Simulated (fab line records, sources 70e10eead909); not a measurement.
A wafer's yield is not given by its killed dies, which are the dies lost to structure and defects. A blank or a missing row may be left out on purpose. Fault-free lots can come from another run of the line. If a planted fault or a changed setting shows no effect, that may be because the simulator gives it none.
Matching of chambers | flow nand harc | NHARC_A_CHANNEL_HOLE_D1_ETCH_38 on rie diel-07 has 4 sister chambers
The step etches the open film in CF4, target depth 39 nm, time 65 s. 14 wafers are shown with their chamber, then 7 later ones without.

WAFERS, EACH WITH ITS CHAMBER
wafer  | chamber | showerhead plenum p Torr (Torr) | drypump motor current A (A) | rf vpp V (V)
L113.1 | 2       | 1.67                            | 5.7                         | 149.9
L113.5 | 3       | 1.72                            | 5.4                         | 149.7
L113.6 | 0       | 1.82                            | 5.3                         | 151.7
L117.2 | 2       | 1.66                            | 5.7                         | 149.7
L117.5 | 0       | 1.82                            | 5.3                         | 151.7
L117.6 | 1       | 1.87                            | 5.8                         | 153.3
L123.4 | 0       | 1.82                            | 5.3                         | 152.4
L123.5 | 1       | 1.87                            | 5.9                         | 152.7
L123.6 | 0       | 1.82                            | 5.3                         | 151.6
L126.1 | 1       | 1.87                            | 5.8                         | 152.4
L126.4 | 0       | 1.82                            | 5.3                         | 152.3
L126.5 | 3       | 1.72                            | 5.4                         | 151.0
L131.2 | 0       | 1.82                            | 5.3                         | 152.2
L131.3 | 3       | 1.72                            | 5.4                         | 150.4

SIGNATURES (averages over the wafers above)
reading                  | chamber 0 | chamber 1 | chamber 2 | chamber 3 | scatter within a chamber
showerhead plenum p Torr | 1.8200    | 1.8700    | 1.6650    | 1.7200    | 0.00224
drypump motor current A  | 5.300     | 5.833     | 5.700     | 5.400     | 0.0258
rf vpp V                 | 151.983   | 152.800   | 149.800   | 150.367   | 0.438
Rule: for each reading, subtract the chamber's mean from the wafer's reading, divide by that reading's scatter and square the result; add these up over the readings and take the root, which gives the wafer's distance from the chamber. If the next closest chamber is less than 2 further off than the closest, the wafer can't be placed; otherwise it belongs to the closest. How the scatter is found: for the shown wafers, subtract from each reading the mean of its chamber, square and add these, divide the total by (wafers less chambers), then take the root.

WAFERS MISSING THEIR CHAMBER
wafer  | showerhead plenum p Torr (Torr) | drypump motor current A (A) | rf vpp V (V)
L131.6 | 1.72                            | 5.4                         | 149.0
L133.1 | 1.72                            | 5.4                         | 150.1
L133.3 | 1.87                            | 5.9                         | 150.9
L133.4 | 1.82                            | 5.3                         | 151.0
L134.2 | 1.66                            | 5.7                         | 148.7
L134.4 | 1.82                            | 5.3                         | 153.6
L134.5 | 1.82                            | 5.3                         | 152.3

WHICH CHAMBER EACH WENT THROUGH
wafer  | from the rows above | in truth
L131.6 | 3                   | 3
L133.1 | 3                   | 3
L133.3 | 1                   | 1
L133.4 | 0                   | 0
L134.2 | 2                   | 2
L134.4 | 0                   | 0
L134.5 | 0                   | 0
Correctly placed: 7 of 7. Left unplaced by these rows: 0. Number placed wrongly: 0.
